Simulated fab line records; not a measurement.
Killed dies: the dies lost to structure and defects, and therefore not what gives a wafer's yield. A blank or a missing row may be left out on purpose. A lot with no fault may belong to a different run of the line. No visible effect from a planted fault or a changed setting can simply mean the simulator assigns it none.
Lot-split experiment	flow n5Finfet	7 lots, 21 wafers read, on a route of 1938 steps

## ON THE SPLIT
At N5_BEOL_M8_COAT_59 (time 60 s, resist thk 100 nm), the setting spinRpm was moved away from the recipe's 1500 rpm on 7 of the 21 wafers read, by -6.4% to +6.8%. The other wafers ran this setting at the recipe's value.

Reading taken at the split's own step.

## THE READING
SOC_of_BEOL_M8_COAT_59.thkNm (the simulator's own value, which no gauge read), in nm, at N5_BEOL_M8_COAT_59 (time 60 s, resist thk 100 nm). The file gives no usual value for it. Across the 14 wafers here that went through the recipe, the average is 99.9 nm and the standard deviation 0.25 nm.

wafer	tool, chamber at the split	spinRpm as run, rpm	against the recipe	SOC_of_BEOL_M8_COAT_59.thkNm, nm	against lot-mates on the recipe
L078.2	lithoTrack-05, 0	1596	+6.4%	97	-3.0
L078.5	lithoTrack-05, 0	1596	+6.4%	97	-3.0
L078.6	lithoTrack-05, 0	1500	recipe	100	-
L081.1	lithoTrack-05, 0	1500	recipe	99.4	-
L081.3	lithoTrack-05, 0	1554	+3.6%	97.8	-1.6
L081.4	lithoTrack-05, 0	1554	+3.6%	97.6	-1.8
L080.2	lithoTrack-02, 0	1500	recipe	100.2	-
L080.4	lithoTrack-02, 0	1500	recipe	99.8	-
L080.5	lithoTrack-02, 0	1500	recipe	99.8	-
L082.1	lithoTrack-05, 0	1404	-6.4%	102.8	+3.2
L082.3	lithoTrack-05, 0	1500	recipe	99.6	-
L082.4	lithoTrack-05, 0	1500	recipe	99.6	-
L084.1	lithoTrack-05, 0	1602	+6.8%	96.4	-3.4
L084.2	lithoTrack-05, 0	1602	+6.8%	96.2	-3.6
L084.5	lithoTrack-05, 0	1500	recipe	99.8	-
L093.3	lithoTrack-05, 0	1500	recipe	100.2	-
L093.4	lithoTrack-05, 0	1500	recipe	100.2	-
L093.5	lithoTrack-05, 0	1500	recipe	100.2	-
L094.2	lithoTrack-05, 0	1500	recipe	99.8	-
L094.3	lithoTrack-05, 0	1500	recipe	99.8	-
L094.4	lithoTrack-05, 0	1500	recipe	100	-

THE FIT
A straight line over all 21 wafers: SOC_of_BEOL_M8_COAT_59.thkNm changes by -0.492 nm for each +1% of spinRpm; r = -0.99; the points scatter about the line by 0.28 nm.
The same after taking each lot's own level away (the mean of its wafers on the recipe; 21 wafers): -0.493 nm for each +1%; r = -1.00; scatter 0.12 nm.
According to that fit, moving spinRpm by its largest amount changes the reading by 3.4 nm.
From 99.40 to 100.20 nm: that is the span of the lots' own levels, equal to 3.2 times the standard deviation above.
So the lot-to-lot level changes the slope little: the two slopes agree.
Check: with one of the wafers moved furthest among these (+6.8%) left out of the fit, the line predicts -3.33 nm for it against its lot-mates. It came out at -3.4 nm against them.

## FURTHER SPLITS ON THESE WAFERS
Note: prior to the reading, these wafers also went through further splits. Each is held against what the fit with the lots' levels taken away leaves over:
other split on the same wafers	wafers away from the commonest value	r with SOC_of_BEOL_M8_COAT_59.thkNm (lot level and that fit taken away)
N5_BEOL_M5_ETCH_72 biasW	8	-0.05
N5_BEOL_M6_EXPOSE_08 doseMj	9	+0.27
N5_BEOL_M6_ETCH_62 timeS	4	-0.18
N5_BEOL_M7_PECVD_70 tempC	5	-0.46
N5_BEOL_M7_HM_DEP_02 targetThkA	4	-0.25
N5_BEOL_M8_ILD_DEP_00 timeS	6	+0.09

## FILE'S OWN FIT
SOC_of_BEOL_M8_COAT_59.thkNm changes by -0.493 nm for each +1% of spinRpm, r = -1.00.
